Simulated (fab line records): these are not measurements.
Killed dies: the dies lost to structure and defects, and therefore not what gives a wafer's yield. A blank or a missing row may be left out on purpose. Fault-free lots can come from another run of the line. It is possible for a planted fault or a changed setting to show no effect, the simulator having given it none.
fab line records	flow n5-finfet
record: lots: 5	wafers: 15	last-day: 21
route steps=1938 shown HKMG_FIN@426 GATE_CUT@465 BEOL_M4@1111 PASSIVATION@1936
lots untouched by any fault: they come from a run of this same line in which no faults occurred
start-h: the number of hours between the record's first day and the start of the first shown wafer of the lot	wait-h: hours from the lot's prior step to this one	" as in the row above	L1.1+2: one row covering several wafers at once	- value missing, or start not given	* or withheld: withheld	< > ~ a bound
route shown NAME@n: a module of which the file shows steps, and the number in the route of the first	usual: mean/standard deviation taken from wafers without a fault	same: alike in all rows	chamber/n: place in a boat	sites: the reading at each site	_std_site: standard deviation across them	_edge_site: the outer-site mean with the inner-site mean subtracted	radius-mm: for every site, how far away it sits from the centre of the wafer	mask NAME#n: copy n	behind: the tool/chamber that last shaped the wafer	hold: what put the lot on hold/how long, in hours/how the hold closed	device: which transistor (n, p or np) failed to switch	end of line: the same wafers' tests at the end of the route	a step given without rows: its recipe and nothing more	killed: dies that structure and defects cost at the first sort, which is not the same as the wafer's yield	map: a wafer's dies, x killed, . not, _ none there
set.NAME: the run value of the setting; set.NAME@STEP: its run value at that earlier step	model.NAME: the simulator's own value behind a step, which no gauge read
certain route steps with their lots: each step a table, each wafer a row
services: when a tool's chamber went out of use (start-h, in hours from the record's first day, below 0 if earlier), for how many hours, and the reason
== steps ==
step: N5_HKMG_FIN_SOFTBAKE_07
recipe: temp-c: 110	time-s: 60	resist: CAR-ArF
step: N5_HKMG_FIN_EXPOSE_09
recipe: mask-id: NWFM	na: 1.35	source-shape: conventional	sigma-outer: 0.8	polarization: unpolarized	dose-mj: 39.25
step: N5_HKMG_FIN_PEB_10
recipe: peb-temp-c: withheld	peb-time-s: 60	resist: CAR-ArF
step: N5_HKMG_FIN_DEVELOP_11
recipe: develop-time-s: 30	developer: TMAH	resist: CAR-ArF	dev-temp-c: 23	rinse-liquid: diw	dry: air-spin
step: N5_HKMG_FIN_DESCUM_17
recipe: chemistry: O2	time-s: 7.9	source-power-w: 50	bias-power-w: 20	pressure-mtorr: 20	rf-frequency-hz: 2.712e+07	temp-c: 40	resist: CAR-ArF	o2-flow-sccm: 225
step: N5_HKMG_FIN_ETCH_31
recipe: chemistry: CF4	target: SiARC	target-depth-a: 455	mask-material: CAR-ArF	time-s: 75.8	ion-energy-ev: 80	pressure-mtorr: 40	source-w: 545	bias-w: 36	Ar_flow_sccm: 100	cf4-flow-sccm: 100	ends: cleared
step: N5_HKMG_FIN_ETCH_32
recipe: chemistry: N2/H2	target: SOC	target-depth-a: 2400	temp-c: 40	time-s: 300	ion-energy-ev: 200	mask-material: SiARC	pressure-mtorr: 30	source-w: 840	bias-w: 150	n2-flow-sccm: 200	h2-flow-sccm: 200
step: N5_HKMG_FIN_STRIP_33
recipe: chemistry: N2/H2	temp-c: 40	n2-flow-sccm: 200	h2-flow-sccm: 200	rf-frequency-hz: 6e+07
step: N5_HKMG_FIN_STRIP_34
recipe: chemistry: CF4	resist: SiARC	power-w: 300	bias-power-w: 75	pressure-mtorr: 50	cf4-flow-sccm: 150	rf-frequency-hz: 6e+07
step: N5_HKMG_FIN_ETCH_35
recipe: chemistry: N2/H2	target: SOC	target-depth-a: 2158	ion-energy-ev: 65	bias-w: 5	source-w: 3000	time-s: 243.4	pressure-mtorr: 30	n2-flow-sccm: 200	h2-flow-sccm: 200
usual: bias-w: 5.001/0.015	chamber-pressure-mTorr: 30.002/0.028	drypump-motor-current-A: 5.9/0.41	oes-product-au: 0.79/0.095	rf-vpp-V: 141.9/1	showerhead-plenum-p-Torr: 2.58/0.09	throttle-valve-pct: 17.84/0.3
lot.wafer	tool	chamber	start-h	wait-h	bias-w	chamber-pressure-mTorr	drypump-motor-current-A	oes-product-au	rf-hours-counter-h	rf-vpp-V	showerhead-plenum-p-Torr	throttle-valve-pct	model.SOC_of_HKMG_FIN_COAT_29.thk-nm	model.HKMG_FIN.feature-depth-nm
L803.1	rie-diel-01	1	91.00	0.0	5.017	30.017	5.9	0.70	204	141.3	2.51	18.09	86.2	213.6
L803.4	"	3	"	"	4.992	29.975	6.4	0.74	141	142.0	2.54	17.55	96.4	203.2
L803.5	"	2	"	"	4.993	29.984	5.6	0.76	-	142.0	2.56	17.68	83	217.2
L813.3	rie-diel-01	0	156.30	0.0	-	-	-	-	-	-	-	-	297.6	232.8
L813.4	"	2	"	"	-	-	-	-	-	-	-	-	298	239
L813.5	"	3	"	"	-	-	-	-	-	-	-	-	298.6	230.6
L814.2	rie-diel-04	3	159.75	0.0	-	-	-	-	-	-	-	-	298	245.6
L814.3	"	0	"	"	-	-	-	-	-	-	-	-	297.8	234.2
L814.4	"	1	"	"	-	-	-	-	-	-	-	-	299	235.4
L815.3	rie-diel-05	3	166.45	0.0	-	-	-	-	-	-	-	-	298.8	249.4
L815.4	"	0	"	"	-	-	-	-	-	-	-	-	299.6	245.4
L815.6	"	2	"	"	-	-	-	-	-	-	-	-	300.2	234.8
L823.1	rie-diel-01	0	218.21	0.0	4.989	30.017	6.2	0.81	91	141.7	2.71	18.05	86.8	213.2
L823.4	"	2	"	"	5.011	29.986	5.6	0.73	192	142.5	2.54	17.76	81.8	218.2
L823.5	"	3	"	"	4.999	30.006	6.4	0.72	-	140.8	2.53	17.63	93.6	207.2
step: N5_HKMG_FIN_STRIP_92
recipe: chemistry: N2/H2	material: SOC	time-s: 20	power-w: 500	temp-c: 40	pressure-mtorr: 50	rf-frequency-hz: 6e+07	bias-power-w: 8	h2-frac: 0.5	n2-flow-sccm: 300	h2-flow-sccm: 300
usual: drypump-motor-current-A: 5.9/0.41	oes-product-au: 0.79/0.095	rf-vpp-V: 54.3/0.82	showerhead-plenum-p-Torr: 3.41/0.11	throttle-valve-pct: 19.1/0.49
lot.wafer	tool	chamber	start-h	wait-h	drypump-motor-current-A	oes-product-au	rf-hours-counter-h	rf-vpp-V	showerhead-plenum-p-Torr	throttle-valve-pct	model.SOC_of_HKMG_FIN_COAT_29.thk-nm
L803.1	rie-diel-01	1	91.15	0.1	5.9	0.70	204	53.6	3.31	19.5	76
L803.4	"	3	"	"	6.5	0.74	141	55.5	3.36	18.8	86.8
L803.5	"	2	"	"	5.6	0.76	-	54.2	3.38	18.8	72.8
L813.3	rie-diel-01	0	156.45	0.1	6.2	0.83	65	54.5	3.59	19.6	287.6
L813.4	"	2	"	"	5.6	0.74	164	53.5	3.37	18.9	287.8
L813.5	"	3	"	"	6.4	0.74	-	53.9	3.35	18.8	288.8
L814.2	rie-diel-04	3	159.90	0.1	5.7	0.71	237	54.3	3.45	19.0	287.6
L814.3	"	0	"	"	5.1	0.69	235	52.8	3.32	19.3	287.6
L814.4	"	1	"	"	6.3	0.91	30	54.5	3.45	19.7	288.8
L815.3	rie-diel-05	3	166.60	0.1	6.7	0.92	18	55.3	3.54	18.4	288.2
L815.4	"	0	"	"	5.7	0.84	54	53.8	3.52	18.3	289
L815.6	"	2	"	"	5.8	0.87	-	53.4	3.43	19.0	290.2
L823.1	rie-diel-01	0	218.36	0.1	6.2	0.81	91	53.5	3.57	19.6	76.6
L823.4	"	2	"	"	5.6	0.72	192	55.3	3.35	18.9	71.8
L823.5	"	3	"	"	6.4	0.72	-	54.4	3.34	18.9	83.8
step: N5_HKMG_FIN_WET_ETCH_18
recipe: chemistry: SC1	target: TiN	mix: 1:1:5	temp-c: *	time-s: 55	target-depth-nm: 5.2	dry: ipa-marangoni	rinse-time-s: 30	rinse-temp-c: 23
step: N5_HKMG_FIN_STRIP_19
recipe: chemistry: N2/H2	power-w: 2500	temp-c: 300	h2-frac: 0.65	time-s: 360	pressure-mtorr: withheld	n2-flow-sccm: 1750	h2-flow-sccm: 3250
step: N5_HKMG_FIN_ALD_91
recipe: material: TiN	target-thk-a: 10	temp-c: 400	ald-precursor-family: TiCl4	ald-co-reactant: NH3	pulse-time-s: 1	purge-time-s: 3	co-reactant-purge-time-s: 2	co-reactant-pulse-time-s: 2	ald-cycles: 47	pressure-torr: 3
step: N5_HKMG_FIN_COAT_85
recipe: resist: SOC	temp-c: 250	time-s: 60	spin-rpm: 1500	resist-thk-nm: 300
step: N5_HKMG_FIN_ETCH_86
recipe: chemistry: N2/H2	target: SOC	target-depth-a: 3932	stop-on: TiN	ion-energy-ev: 100	bias-w: 61	pressure-mtorr: 30	source-w: 850	n2-flow-sccm: 200	h2-flow-sccm: 200
step: N5_HKMG_FIN_STRIP_89
recipe: chemistry: N2/H2	material: SOC	time-s: 20	power-w: 500	temp-c: 40	pressure-mtorr: 50	rf-frequency-hz: 6e+07	bias-power-w: 8	h2-frac: 0.5	n2-flow-sccm: 300	h2-flow-sccm: 300
step: N5_HKMG_FIN_WET_ETCH_87
recipe: chemistry: SC1	target: TiN	mix: 1:2:40	temp-c: 50	time-s: 154.2	target-depth-nm: 4.7	dry: ipa-marangoni	rinse-time-s: 30	rinse-temp-c: 23
step: N5_HKMG_FIN_STRIP_88
recipe: chemistry: N2/H2	power-w: 2500	temp-c: 300	h2-frac: 0.65	time-s: 360	pressure-mtorr: withheld	n2-flow-sccm: 1750	h2-flow-sccm: 3250
step: N5_HKMG_FIN_NWFM_ALD_20
recipe: material: TiAlC	target-thk-a: 20	temp-c: 300	ald-precursor-family: TiCl4	ald-co-reactant: TEA	pulse-time-s: 3	purge-time-s: 2	co-reactant-purge-time-s: 2	co-reactant-pulse-time-s: 10	ald-cycles: 7	pressure-torr: 3
step: N5_HKMG_FIN_ALD_71
recipe: material: TiN	target-thk-a: 10	temp-c: 400	ald-precursor-family: TiCl4	ald-co-reactant: NH3	pulse-time-s: 1	purge-time-s: 3	co-reactant-purge-time-s: 2	co-reactant-pulse-time-s: 2	ald-cycles: 47	pressure-torr: 3
step: N5_HKMG_FIN_COAT_66
recipe: resist: SOC	temp-c: 250	time-s: 60	spin-rpm: 1500	resist-thk-nm: 300
step: N5_HKMG_FIN_ETCH_67
recipe: chemistry: N2/H2	target: SOC	target-depth-a: 3889	stop-on: TiN	ion-energy-ev: 100	bias-w: 61	pressure-mtorr: 30	source-w: 850	n2-flow-sccm: 200	h2-flow-sccm: 200
step: N5_HKMG_FIN_STRIP_90
recipe: chemistry: N2/H2	material: SOC	time-s: 20	power-w: 500	temp-c: 40	pressure-mtorr: 50	rf-frequency-hz: 6e+07	bias-power-w: 8	h2-frac: 0.5	n2-flow-sccm: 300	h2-flow-sccm: 300
step: N5_HKMG_FIN_WET_ETCH_73
recipe: chemistry: SC1	mix: 1:2:40	temp-c: 50	time-s: 42.3	target-depth-nm: 1.3	dry: ipa-marangoni	rinse-time-s: 30	rinse-temp-c: 23
step: N5_HKMG_FIN_ETCHBACK_68
recipe: chemistry: Cl2/Ar	stop-on: HfO2	target-depth-a: 5	pressure-mtorr: 10	icp-w: 600	bias-w: 60	Cl2_flow_sccm: 40	Ar_flow_sccm: 60
step: N5_HKMG_FIN_STRIP_69
recipe: chemistry: N2/H2	power-w: 2500	temp-c: 300	h2-frac: 0.65	time-s: 360	pressure-mtorr: withheld	n2-flow-sccm: 1750	h2-flow-sccm: 3250
step: N5_HKMG_FIN_ALD_21
recipe: material: TiN	target-thk-a: 15	temp-c: 400	ald-precursor-family: TiCl4	ald-co-reactant: NH3	pulse-time-s: 1	purge-time-s: 3	co-reactant-purge-time-s: 2	co-reactant-pulse-time-s: 2	ald-cycles: 68	pressure-torr: 3
step: N5_HKMG_FIN_ALD_72
recipe: material: W	target-thk-a: 20	temp-c: 300	pressure-torr: 7.5	ald-precursor-family: WF6	ald-co-reactant: B2H6	pulse-time-s: 1	purge-time-s: 2	co-reactant-purge-time-s: 2	co-reactant-pulse-time-s: 3	ald-cycles: 7
step: N5_HKMG_FIN_W_FILL_22
recipe: material: W	target-thk-a: 600	temp-c: 400	pressure-torr: 39.4	time-s: 18.2
step: N5_HKMG_FIN_PRECLEAN_83
recipe: chemistry: DIW	time-s: 57.5	temp-c: 23
step: N5_HKMG_FIN_SRD_84
recipe: dry-time-s: 32	dry: n2-spin	spin-rpm: 1500
step: N5_HKMG_FIN_CMP_23
recipe: stop-on: SiNx	t-overpolish-s: 10	post-cmp-clean: rinse-only	down-force-psi: 4	platen-rpm: 50.289	pad-velocity-m-s: 1.0006	target-thk-nm: 46.326
step: N5_HKMG_FIN_CMP_94
recipe: stop-on: SiNx	post-cmp-clean: w-dilute-nh4oh	t-overpolish-s: 4.7	down-force-psi: 4	platen-rpm: 50.289	pad-velocity-m-s: 1.0006	target-thk-nm: 43.299
step: N5_GATE_CUT_ETCHBACK_00
recipe: chemistry: SF6/Cl2	target: W	pressure-mtorr: 8	icp-w: 900	bias-w: 80	SF6_flow_sccm: 40	Cl2_flow_sccm: 60
step: N5_GATE_CUT_ETCH_56
recipe: chemistry: Cl2/Ar	target: TiN	target-depth-a: 216	pressure-mtorr: 10	icp-w: 600	bias-w: 60	Cl2_flow_sccm: 40	Ar_flow_sccm: 60
step: N5_GATE_CUT_ETCHBACK_30
recipe: chemistry: Cl2/Ar	target: TiN	target-depth-a: 30	mode: isotropic	pressure-mtorr: 10	icp-w: 600	bias-w: 60	Cl2_flow_sccm: 40	Ar_flow_sccm: 60
step: N5_BEOL_M4_RC_MEAS_101
usual: DIBL_N: 37.7/2	DIBL_P: 37.7/2.3	IOFF_N: 0.18/0.039	IOFF_N_85C: 3.5/0.62	IOFF_N_LIN: 0.083/0.014	IOFF_N_LONG: 5.54e-05/2.7e-06	IOFF_P: 0.23/0.042	ION_N: 681/12	ION_P: 463/8	SS_N: 71.9/0.68	SS_P: 73.6/0.71	VT_N: 248/3.2	VT_N_LONG: 274.5/2.1	VT_N_LVT: 98/3.2	VT_P: -249/3.1
lot.wafer	tool	chamber	start-h	wait-h	DIBL_N[mV/V]	DIBL_P[mV/V]	IOFF_N[nA/um]	IOFF_N_85C[nA/um]	IOFF_N_LIN[nA/um]	IOFF_N_LONG[nA/um]	IOFF_P[nA/um]	ION_N[uA/um]	ION_P[uA/um]	SS_N[mV/dec]	SS_P[mV/dec]	VT_N[mV]	VT_N_LONG[mV]	VT_N_LVT[mV]	VT_P[mV]
L803.1	prober-02	0	276.54	0.0	36.3	35.9	0.14	2.9	0.069	5.15e-05	0.19	672	461	71.8	72.8	250	277.0	100	-253
L803.4	"	0	"	"	39.9	39.0	0.21	3.9	0.089	5.21e-05	0.22	679	451	72.2	73.2	248	278.3	96	-250
L803.5	"	0	"	"	39.6	38.8	0.22	4.1	0.090	5.25e-05	0.21	685	454	72.5	73.6	245	276.6	95	-251
L815.3	prober-01	0	345.19	0.3	37.6	36.5	0.00	0.0	0.000	3.01e-05	0.22	246	475	71.9	73.1	460	479.2	306	-250
L815.4	"	0	"	"	35.9	34.4	0.00	0.0	0.000	3.03e-05	0.18	239	466	71.2	72.1	455	480.6	309	-254
L815.6	"	0	"	"	38.6	37.3	0.00	0.0	0.000	2.95e-05	0.22	238	465	72.0	74.1	456	482.3	312	-251
L814.2	prober-01	0	349.89	0.2	39.1	40.6	0.00	0.0	0.000	2.88e-05	0.28	242	468	72.1	74.9	453	479.7	302	-246
L814.3	"	0	"	"	36.2	35.6	0.00	0.0	0.000	3.02e-05	0.21	244	467	71.1	73.5	453	479.9	306	-249
L814.4	"	0	"	"	36.9	37.4	0.00	0.0	0.000	2.8e-05	0.23	239	470	71.7	74.0	459	477.9	307	-250
L813.3	prober-01	0	353.74	0.3	38.3	39.9	0.00	0.0	0.000	3.08e-05	0.27	244	470	71.7	74.0	453	480.0	302	-245
L813.4	"	0	"	"	36.3	36.5	0.00	0.0	0.000	3.09e-05	0.20	240	457	71.1	73.2	464	482.1	307	-250
L813.5	"	0	"	"	39.0	39.5	0.00	0.0	0.000	3.1e-05	0.25	243	468	71.8	74.2	453	479.6	307	-251
L823.1	prober-02	0	402.27	0.0	38.4	37.0	0.23	4.2	0.098	6.44e-05	0.25	706	471	72.1	73.2	241	270.9	94	-246
L823.4	"	0	"	"	37.0	34.9	0.16	3.1	0.072	6.28e-05	0.21	663	455	71.9	72.4	251	271.2	103	-247
L823.5	"	0	"	"	38.9	39.3	0.24	4.3	0.105	6.28e-05	0.29	705	475	72.5	75.0	241	272.0	94	-245
step: N5_PASSIVATION_PROBE_49
usual: defect-limited-yield: 91.1/1.4	killed_at_M0_to_M3: 34/9.6	killed_at_M4_up: 15/5.3	killed-at-contacts: 12/6.1	killed-at-front-end: 40/11	killed-at-other: 3.5/2.8	killed-dies: 105/17	killed-open: 70/12	killed-short: 34/7.7	sort_bin_5_function: 5.2/0.97	sort_bin_6_memory: 3.4/0.62	sort_bin_8_speed: 0.00/0.023	sort-n-pass: 1075/17	sort-yield-pct: 91.1/1.4
same: gross-dies: 1180	killed-at-back-side: 0	sort_bin_4_leakage[%]: 0
lot.wafer	tool	chamber	start-h	wait-h	defect-limited-yield[%]	killed_at_M0_to_M3	killed_at_M4_up	killed-at-contacts	killed-at-front-end	killed-at-other	killed-dies	killed-open	killed-short	sort_bin_5_function[%]	sort_bin_6_memory[%]	sort_bin_8_speed[%]	sort-n-pass	sort-yield-pct[%]
L803.1	prober-01	-	392.26	0.0	90.9	40	21	19	27	0	107	74	32	5.7	3.0	0	1073	90.9
L803.4	prober-01	-	392.41	0.2	91.5	29	10	26	35	0	100	64	36	4.6	3.5	0	1080	91.5
L803.5	prober-01	-	392.46	0.2	89.1	46	22	12	49	0	129	78	50	6.9	3.8	0	1051	89.1
L815.3	prober-01	-	450.49	0.1	94.1	26	4	6	32	2	70	47	21	3.6	2.0	94.07	0	0
L815.4	prober-01	-	450.54	0.2	91.4	22	13	7	54	6	102	65	31	4.7	3.5	91.36	0	0
L815.6	prober-01	-	450.64	0.3	91.4	42	9	17	33	1	102	70	27	4.8	3.7	91.36	0	0
L813.3	prober-01	-	454.57	0.4	88.6	43	17	22	48	4	134	89	39	6.3	4.3	88.64	0	0
L813.4	prober-01	-	454.62	0.4	91.4	44	5	10	40	3	102	62	40	4.7	3.7	91.36	0	0
L813.5	prober-01	-	454.67	0.5	91.9	36	10	18	31	0	95	66	29	5.0	2.9	91.95	0	0
L814.2	prober-02	-	462.19	0.1	91.3	21	31	3	46	2	103	69	25	4.6	3.4	91.27	0	0
L814.3	prober-02	-	462.24	0.1	90.0	37	21	9	50	1	118	89	28	6.5	3.3	90.00	0	0
L814.4	prober-02	-	462.29	0.2	90.0	42	20	8	40	8	118	72	46	6.4	3.4	90.00	0	0
L823.1	prober-01	-	510.06	0.0	91.9	22	17	8	43	5	95	59	35	4.5	3.3	0	1085	91.9
L823.4	prober-01	-	510.21	0.2	93.0	23	16	14	25	5	83	61	22	4.2	2.6	0	1097	93.0
L823.5	prober-01	-	510.26	0.2	89.7	40	13	14	48	6	121	65	55	6.1	3.7	0	1059	89.7
killed by level:class
L803.1 BEOL_M4:geometric-particle:open=16 MOL_CONTACT_COAG:geometric-particle:open=13 BEOL_M0_SAQP:geometric-particle:open=10 BEOL_M0_SAQP:geometric-particle:short=7 FIN_SAQP:geometric-particle:open=6 MOL_CONTACT_COAG:geometric-particle:short=6 BEOL_M1:geometric-particle:open=6 BEOL_M2:geometric-particle:open=6
L803.4 MOL_CONTACT_COAG:geometric-particle:open=18 STI_FIN_REVEAL:geometric-particle:open=12 BEOL_M3:geometric-particle:open=11 MOL_CONTACT_COAG:geometric-particle:short=8 BEOL_M0_SAQP:geometric-particle:short=8 FIN_SAQP:geometric-particle:open=4 FIN_SAQP:geometric-particle:short=4 BEOL_M0_SAQP:geometric-particle:open=4
L803.5 BEOL_M0_SAQP:geometric-particle:short=12 BEOL_M0_SAQP:geometric-particle:open=12 BEOL_M4:geometric-particle:open=12 STI_FIN_REVEAL:geometric-particle:open=11 MOL_CONTACT_COAG:geometric-particle:open=9 FIN_SAQP:geometric-particle:open=7 BEOL_M3:geometric-particle:open=6 STARTING-WAFER:geometric-particle:open=6
L815.3 BEOL_M2:geometric-particle:open=7 FIN_SAQP:geometric-particle:short=7 DUMMY_GATE:geometric-particle:open=5 MOL_CONTACT_COAG:geometric-particle:open=5 STARTING-WAFER:geometric-particle:open=5 FIN_SAQP:geometric-particle:open=4 STI_FIN_REVEAL:geometric-particle:open=4 BEOL_M1:geometric-particle:open=4
L815.4 FIN_SAQP:geometric-particle:short=15 FIN_SAQP:geometric-particle:open=12 STI_FIN_REVEAL:geometric-particle:open=10 BEOL_M2:geometric-particle:open=8 BEOL_M4:geometric-particle:open=8 MOL_CONTACT_COAG:geometric-particle:open=6 BEOL_M1:geometric-particle:open=5 HKMG_FIN:area-etch=5
L815.6 MOL_CONTACT_COAG:geometric-particle:open=16 BEOL_M1:geometric-particle:open=10 BEOL_M0_SAQP:geometric-particle:short=8 BEOL_M2:geometric-particle:open=8 FIN_SAQP:geometric-particle:open=7 BEOL_M3:geometric-particle:open=7 FIN_SAQP:geometric-particle:short=6 STI_FIN_REVEAL:geometric-particle:open=5
L813.3 MOL_CONTACT_COAG:geometric-particle:open=18 BEOL_M4:geometric-particle:open=12 BEOL_M1:geometric-particle:open=10 BEOL_M2:geometric-particle:open=8 FIN_SAQP:geometric-particle:open=7 FIN_SAQP:geometric-particle:short=7 BEOL_M3:geometric-particle:open=6 STARTING-WAFER:geometric-particle:open=6
L813.4 FIN_SAQP:geometric-particle:short=12 FIN_SAQP:geometric-particle:open=9 BEOL_M2:geometric-particle:open=8 BEOL_M0:geometric-particle:open=7 BEOL_M3:geometric-particle:open=7 MOL_CONTACT_COAG:geometric-particle:open=6 STI_FIN_REVEAL:geometric-particle:open=4 MOL_CONTACT_COAG:geometric-particle:short=4
L813.5 MOL_CONTACT_COAG:geometric-particle:open=14 BEOL_M2:geometric-particle:open=14 BEOL_M1:geometric-particle:open=10 FIN_SAQP:geometric-particle:short=7 FIN_SAQP:geometric-particle:open=6 GATE_CUT:geometric-particle:open=5 STI_FIN_REVEAL:geometric-particle:open=4 MOL_CONTACT_COAG:geometric-particle:short=4
L814.2 BEOL_M4:geometric-particle:open=16 STI_FIN_REVEAL:geometric-particle:open=12 BEOL_M3:geometric-particle:open=12 FIN_SAQP:geometric-particle:short=8 HKMG_FIN:area-etch=8 FIN_SAQP:geometric-particle:open=6 BEOL_M4:geometric-particle:short=4 DUMMY_GATE:geometric-particle:open=3
L814.3 STI_FIN_REVEAL:geometric-particle:open=28 BEOL_M0_SAQP:geometric-particle:open=9 BEOL_M3:geometric-particle:open=9 MOL_CONTACT_COAG:geometric-particle:open=8 BEOL_M1:geometric-particle:open=7 BEOL_M0_SAQP:geometric-particle:short=6 BEOL_M7:geometric-particle:short=5 FIN_SAQP:geometric-particle:short=4
L814.4 STI_FIN_REVEAL:geometric-particle:open=19 BEOL_M3:geometric-particle:open=13 BEOL_M4:geometric-particle:open=12 BEOL_M2:geometric-particle:short=9 MOL_CONTACT_COAG:geometric-particle:open=7 FIN_SAQP:geometric-particle:short=6 BEOL_M1:geometric-particle:short=6 GATE_CUT:geometric-particle:short=5
L823.1 STI_FIN_REVEAL:geometric-particle:open=11 GATE_CUT:geometric-particle:short=9 MOL_CONTACT_COAG:geometric-particle:open=7 BEOL_M4:geometric-particle:open=7 FIN_SAQP:geometric-particle:open=6 BEOL_M1:geometric-particle:open=5 BEOL_M0_SAQP:geometric-particle:open=4 BEOL_M2:geometric-particle:open=4
L823.4 MOL_CONTACT_COAG:geometric-particle:open=13 BEOL_M0_SAQP:geometric-particle:open=10 STI_FIN_REVEAL:geometric-particle:open=7 BEOL_M2:geometric-particle:open=6 BEOL_M4:geometric-particle:open=5 DUMMY_GATE:geometric-particle:open=4 GATE_CUT:geometric-particle:short=4 BEOL_M0_SAQP:geometric-particle:short=4
L823.5 BEOL_M0_SAQP:geometric-particle:short=10 FIN_SAQP:geometric-particle:short=9 MOL_CONTACT_COAG:geometric-particle:open=8 STI_FIN_REVEAL:geometric-particle:open=7 FIN_SAQP:geometric-particle:open=6 MOL_CONTACT_COAG:geometric-particle:short=6 BEOL_M0:geometric-particle:open=5 BEOL_M2:geometric-particle:open=5
map L813.3 (x killed, . not)
_________________...x.....x..________________
______________...x....x.x......._____________
___________..x.....x...............__________
__________....x.......x............._________
________....x.......x....x..x........._______
_______.......xx....x......x...........______
______.x........................x......._____
_____.................x..........x.......____
____........x....x........................___
___xxx..x..........x.x.......x....x........__
___..........x....x.x........x.............__
__x........x.............................x.._
__....xx..........x...x..........x.........._
_..............x..........x.....x............
_..x..............x.........x....x...........
_........x................................x..
_..x.........x..x...............x...x........
_.x.......x...x.......x................x.....
_x.xx.......x........................x......x
_...x......x.x...x..xxx.x..................x.
_...x...............................x.x....x.
__........x.............x.......x......x...._
__xx..xx..x....x........................x..._
___..x......x..x.....x.....x.........x.....__
___x.x...........x.........x...............__
____....x.......x...........x.............___
_____x....x.xx.................x.x......x____
______........x........x..xx....xx......_____
_______.............x..x...............______
________.....x..x.....xx.............._______
__________...x......................_________
___________...x.x..x.........x.x...__________
______________.x.x......x.....x._____________
_________________............________________
map L814.3 (x killed, . not)
_________________......x...x.________________
______________..x........x..x..._____________
___________..xx.............x.x....__________
__________.......xx..........x..x..x_________
________.....x.....x..x...x........x.._______
_______.............x.................x______
______....xx...x....x......x...........x_____
_____....x...............x.x.......x..x..____
____xx....xx.................x...........x___
___.xx..........x...................x......__
___.........x................x..x..........__
__..............x.....x....x...xx..........._
__........x.........x.................x..x.._
_.....x....x...........x...x..........x......
_............................x...x...........
_x.x.x.............x.....x...................
_................x...x.......................
_.........x...x..x..........x..x..x..........
_..........................................x.
_.....x........x..x...........xx.x...........
_.......x...x................................
__.....x..x......................xx........._
__.......x...x..................x..x........_
___..........x....xx.............x.........__
___.......x........xx....x.....x...........__
____.....x.........................x.x....___
_____....x............x..................____
______...........xx..........x.........._____
_______.........x......................______
________.............................x_______
__________.................x.....x.._________
___________....x..xx.........x.....__________
______________x................._____________
_________________.....x......________________
== services ==
tool	chamber	start-h	hours	kind
rie-diel-05	3	89.42	-	clean
rie-diel-05	3	89.42	-	consumable-replace:focus-ring
rie-diel-05	3	89.42	-	consumable-replace:showerhead
rie-diel-05	3	89.42	32.7	scheduled-down
rie-diel-05	3	89.42	32.7	vent-cycle
rie-diel-05	-	89.99	15.6	pm
rie-diel-01	-	109.73	14.6	pm
rie-diel-05	1	122.16	-	clean
rie-diel-05	1	122.16	-	consumable-replace:focus-ring
rie-diel-05	1	122.16	-	consumable-replace:showerhead
rie-diel-05	1	122.16	17.9	scheduled-down
rie-diel-05	1	122.16	17.9	vent-cycle
rie-diel-01	3	166.05	3.5	repair
rie-diel-04	0	198.98	-	clean
rie-diel-04	0	198.98	-	consumable-replace:focus-ring
rie-diel-04	0	198.98	36.9	scheduled-down
rie-diel-04	0	198.98	36.9	vent-cycle
rie-diel-04	1	200.64	69.6	repair
rie-diel-04	3	203.83	8.1	repair
rie-diel-01	-	214.57	2.8	pm
== key ==
first-sign: step: N5_HKMG_FIN_ETCH_35	reading: tool-record	direction: missing
effect: step: N5_BEOL_M4_RC_MEAS_101	reading: VT_N_LONG	direction: up	sigmas: 96	usual: 274.5	struck: 480.1
effect: step: N5_BEOL_M4_RC_MEAS_101	reading: VT_N_LVT	direction: up	sigmas: 66	usual: 98	struck: 306
effect: step: N5_BEOL_M4_RC_MEAS_101	reading: VT_N	direction: up	sigmas: 64	usual: 248	struck: 456
effect: step: N5_BEOL_M4_RC_MEAS_101	reading: ION_N	direction: down	sigmas: 36	usual: 681	struck: 242
effect: step: N5_BEOL_M4_RC_MEAS_101	reading: IOFF_N_LONG	direction: down	sigmas: 9.3	usual: 5.54e-05	struck: 3e-05
effect: step: N5_BEOL_M4_RC_MEAS_101	reading: IOFF_N_LIN	direction: down	sigmas: 6	usual: 0.083	struck: 0.000
effect: step: N5_BEOL_M4_RC_MEAS_101	reading: IOFF_N_85C	direction: down	sigmas: 5.7	usual: 3.5	struck: 0.0
effect: step: N5_BEOL_M4_RC_MEAS_101	reading: IOFF_N	direction: down	sigmas: 4.7	usual: 0.18	struck: 0.00
effect: step: N5_PASSIVATION_PROBE_49	reading: sort_bin_8_speed	direction: up	sigmas: 99+	usual: 0.00	struck: 91.11
model-effect: step: N5_HKMG_FIN_ETCH_35	value: SOC_of_HKMG_FIN_COAT_29.thk-nm	without: 84	struck: 298.6
model-effect: step: N5_HKMG_FIN_STRIP_92	value: SOC_of_HKMG_FIN_COAT_29.thk-nm	without: 73.8	struck: 288.4
met-at N5_HKMG_FIN_ETCH_35
struck-wafers L813.3,L813.4,L813.5,L814.2,L814.3,L814.4,L815.3,L815.4,L815.6
onset-between 91.00 156.30
fault: kind: skipped-step-whole	tool: rie-diel-01,rie-diel-04,rie-diel-05	chamber: -	onset-h: 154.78	steps: N5_HKMG_FIN_ETCH_35	scope: struck-lots-only
